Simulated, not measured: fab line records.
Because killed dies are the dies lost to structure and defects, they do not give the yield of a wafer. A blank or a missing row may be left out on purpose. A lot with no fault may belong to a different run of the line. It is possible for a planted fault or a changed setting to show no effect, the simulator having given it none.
Which tool was responsible? | flow nand-harc | at 1 step of a route of 1302, 24 lots with 72 wafers sampled

WHAT THE GAUGES SHOWED, per wafer
NHARC_A_CHANNEL_HOLE_D2_INSPECT_12. Usual: 31 for raw-defect-count, sd 21.
lot  | measured     | on                | raw-defect-count | flag
L074 | day 12 19:47 | defect-inspect-02 | 62 44 62         |
L075 | day 13 15:46 | defect-inspect-02 | 1 6 6            |
L076 | day 14 05:50 | defect-inspect-01 | 52 41 50         |
L077 | day 14 08:53 | defect-inspect-02 | 7 8 5            |
L078 | day 14 21:39 | defect-inspect-01 | 9 5 5            |
L079 | day 15 06:46 | defect-inspect-02 | 4 10 5           |
L080 | day 15 16:34 | defect-inspect-01 | 61 59 56         |
L081 | day 15 16:43 | defect-inspect-02 | 46 48 49         |
L083 | day 16 16:24 | defect-inspect-02 | 56 71 50         |
L082 | day 16 16:32 | defect-inspect-02 | 4 11 5           |
L084 | day 17 04:06 | defect-inspect-01 | 72 54 63         |
L085 | day 17 16:11 | defect-inspect-01 | 60 58 39         |
L086 | day 18 02:27 | defect-inspect-01 | 6 10 15          |
L087 | day 18 18:25 | defect-inspect-02 | 56 54 60         |
L088 | day 19 15:50 | defect-inspect-02 | 15 9 13          |
L089 | day 19 16:01 | defect-inspect-01 | 56 45 52         |
L091 | day 20 01:35 | defect-inspect-02 | 27 22 18         |
L090 | day 20 02:52 | defect-inspect-02 | 53 63 46         |
L092 | day 21 02:22 | defect-inspect-01 | 13 12 23         |
L094 | day 21 15:06 | defect-inspect-02 | 20 19 23         |
L093 | day 21 16:11 | defect-inspect-01 | 23 21 14         |
L095 | day 22 02:14 | defect-inspect-02 | 4 5 5            |
L096 | day 22 16:08 | defect-inspect-01 | 31 24 27         |
L097 | day 22 23:53 | defect-inspect-01 | 25 30 32         |

EACH LOT AND THE TOOL THAT RAN IT (in order: tool; ch and the chambers of the sampled wafers; start)
There is no process step in the record ahead of these readings.

WHAT THE TOOLS THEMSELVES READ (means of the sampled wafers that have a number; where no wafer has one, the mark that the record gives instead)
The record holds no such reading with a usual standard deviation.

THE ANSWER, worked out from the rows above alone
Rule: a lot counts as off when the mean over its wafers that have a number is more than 3 standard deviations away from the usual mean. Also off: a lot with no number at a reading for which 4 or more lots have one. The other lots that the step has rows for count as sound. Order of review: gauges by route order, followed by the tools' own readings, for which a lot's mean as printed above is used. The first step at which some lot is off is used, and at that step the reading that is off furthest; a lot without a number counts as furthest.
No lot is off on any of the readings shown, so nothing can be concluded from this.

WHAT HAD BEEN PUT IN BY THE SIMULATOR
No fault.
